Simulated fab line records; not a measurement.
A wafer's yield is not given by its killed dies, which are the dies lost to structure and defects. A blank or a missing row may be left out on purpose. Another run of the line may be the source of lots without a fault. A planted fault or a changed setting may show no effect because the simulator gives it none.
Tool commonality check | flow nand harc | 12 lots, 36 wafers sampled

== THE REASON FOR OPENING IT ==
Flagged at NHARC_A_ONON_D1_THK_MEAS_05: reading thk nm, on 2 of 12 lots. No-fault wafers: 1002 nm, standard deviation 7.9.
Rule: flag the lot when none of its wafers has a number, or when each of its wafers that has one lies beyond 4 standard deviations from that mean. The rest of the lots are taken to be sound.

lot  | measured     | on            | thk nm (nm), wafer by wafer | flag
L336 | day 7 15:51  | film metro-01 | 993 992 995                 |
L339 | day 8 04:32  | film metro-02 | 1006 1006 1004              |
L338 | day 8 04:32  | film metro-01 | 1013 1014 1016              |
L337 | day 8 04:34  | film metro-02 | 986 985 987                 |
L340 | day 8 21:02  | film metro-02 | 998 999 1000                |
L343 | day 9 05:02  | film metro-02 | 1003 1005 1003              |
L347 | day 10 07:17 | film metro-01 | 991 993 990                 |
L350 | day 10 18:18 | film metro-02 | 403 402 402                 | FLAGGED
L351 | day 11 12:09 | film metro-02 | 387 387 387                 | FLAGGED
L356 | day 12 14:27 | film metro-02 | 997 997 996                 |
L357 | day 12 20:37 | film metro-01 | 997 996 996                 |
L358 | day 12 20:54 | film metro-01 | 995 996 997                 |
The numbers of the flagged lots are 395 nm on average: -607 nm against the usual, or -77 standard deviations.

== WHICH TOOL EACH LOT WENT THROUGH ==
3 process steps preceding the reading are held in the record, out of 1159 steps in the route. Each cell gives the tool, then ch followed by the chambers the sampled wafers passed through, then the start.
lot  | flag    | NHARC_A_ZERO_WELL_DESCUM_12        | NHARC_A_ZERO_WELL_RTA_16         | NHARC_A_ONON_D1_DEP_03
L336 |         | rie diel-05 ch 1,3, day 6 16:07    | rtp anneal-02 ch 0, day 6 17:14  | pecvd onon-01 ch 0, day 7 15:21
L339 |         | rie diel-10 ch 0,2, day 7 06:47    | rtp anneal-02 ch 0, day 7 07:54  | pecvd onon-02 ch 0, day 8 04:01
L338 |         | rie diel-05 ch 1,2, day 7 05:43    | rtp anneal-01 ch 0, day 7 06:53  | pecvd onon-03 ch 0, day 8 04:01
L337 |         | rie diel-11 ch 0,1,3, day 7 05:07  | rtp anneal-01 ch 0, day 7 06:18  | pecvd onon-01 ch 0, day 8 04:13
L340 |         | rie diel-11 ch 0,3, day 7 22:46    | rtp anneal-02 ch 0, day 7 23:56  | pecvd onon-02 ch 0, day 8 20:35
L343 |         | rie diel-11 ch 0,1,2, day 8 05:40  | rtp anneal-02 ch 0, day 8 06:47  | pecvd onon-02 ch 0, day 9 04:32
L347 |         | rie diel-10 ch 1,2,3, day 9 06:04  | rtp anneal-02 ch 0, day 9 07:10  | pecvd onon-03 ch 0, day 10 06:46
L350 | FLAGGED | rie diel-11 ch 0,2, day 9 19:25    | rtp anneal-01 ch 0, day 9 20:34  | pecvd onon-02 ch 0, day 10 17:47
L351 | FLAGGED | rie diel-10 ch 0,1, day 10 11:50   | rtp anneal-02 ch 0, day 10 13:08 | pecvd onon-02 ch 0, day 11 11:40
L356 |         | rie diel-11 ch 0,1,3, day 11 13:43 | rtp anneal-02 ch 0, day 11 14:57 | pecvd onon-03 ch 0, day 12 14:04
L357 |         | rie diel-05 ch 2,3, day 11 19:04   | rtp anneal-02 ch 0, day 11 20:12 | pecvd onon-03 ch 0, day 12 20:10
L358 |         | rie diel-10 ch 0,2,3, day 12 00:09 | rtp anneal-02 ch 0, day 12 01:17 | pecvd onon-01 ch 0, day 12 20:23
These steps, and what they do:
- NHARC_A_ZERO_WELL_DESCUM_12: chemistry O2, time 3 s.
- NHARC_A_ZERO_WELL_RTA_16: time 10 s.
- NHARC_A_ONON_D1_DEP_03: target thk 1000 nm.
- NHARC_A_ONON_D1_THK_MEAS_05: measures by ellipsometry.

== FLAGGED AGAINST TOTAL, ONE TOOL AT A TIME (gauges that did the reading follow at the end) ==
step                        | tool          | lots run | flagged | share of the flagged lots | sound lots run after its first flagged lot
NHARC_A_ZERO_WELL_DESCUM_12 | rie diel-05   | 3        | 0       | none                      | -
NHARC_A_ZERO_WELL_DESCUM_12 | rie diel-10   | 4        | 1       | some                      | 1 (L358)
NHARC_A_ZERO_WELL_DESCUM_12 | rie diel-11   | 5        | 1       | some                      | 1 (L356)
NHARC_A_ZERO_WELL_RTA_16    | rtp anneal-01 | 3        | 1       | some                      | 0
NHARC_A_ZERO_WELL_RTA_16    | rtp anneal-02 | 9        | 1       | some                      | 3 (L356,L357,L358)
NHARC_A_ONON_D1_DEP_03      | pecvd onon-01 | 3        | 0       | none                      | -
NHARC_A_ONON_D1_DEP_03      | pecvd onon-02 | 5        | 2       | all                       | 0
NHARC_A_ONON_D1_DEP_03      | pecvd onon-03 | 4        | 0       | none                      | -
NHARC_A_ONON_D1_THK_MEAS_05 | film metro-01 | 5        | 0       | none                      | -
NHARC_A_ONON_D1_THK_MEAS_05 | film metro-02 | 7        | 2       | all                       | 1 (L356)

== WHAT THE TABLE PERMITS ==
Every flagged lot went through 2 rows of the table: pecvd onon-02 at NHARC_A_ONON_D1_DEP_03 and film metro-02 at NHARC_A_ONON_D1_THK_MEAS_05.
- pecvd onon-02 at NHARC_A_ONON_D1_DEP_03: 2 of its 5 lots flagged. It ran its last sound lot, L343, at day 9 04:32 and its first flagged lot, L350, at day 10 17:47: a fault with its onset between the two fits.
- film metro-02 at NHARC_A_ONON_D1_THK_MEAS_05: 2 of its 7 lots flagged. Sound lots followed the first flagged one (L356) on it, something a lasting fault affecting the whole tool could not allow.
Left over: one tool, pecvd onon-02 at NHARC_A_ONON_D1_DEP_03.

== WHAT THE SIMULATOR PUT IN ==
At NHARC_A_ONON_D1_DEP_03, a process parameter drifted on pecvd onon-02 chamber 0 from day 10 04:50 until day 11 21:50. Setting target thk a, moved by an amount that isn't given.
Lots struck among those shown: L350, L351. The rule above found the same.
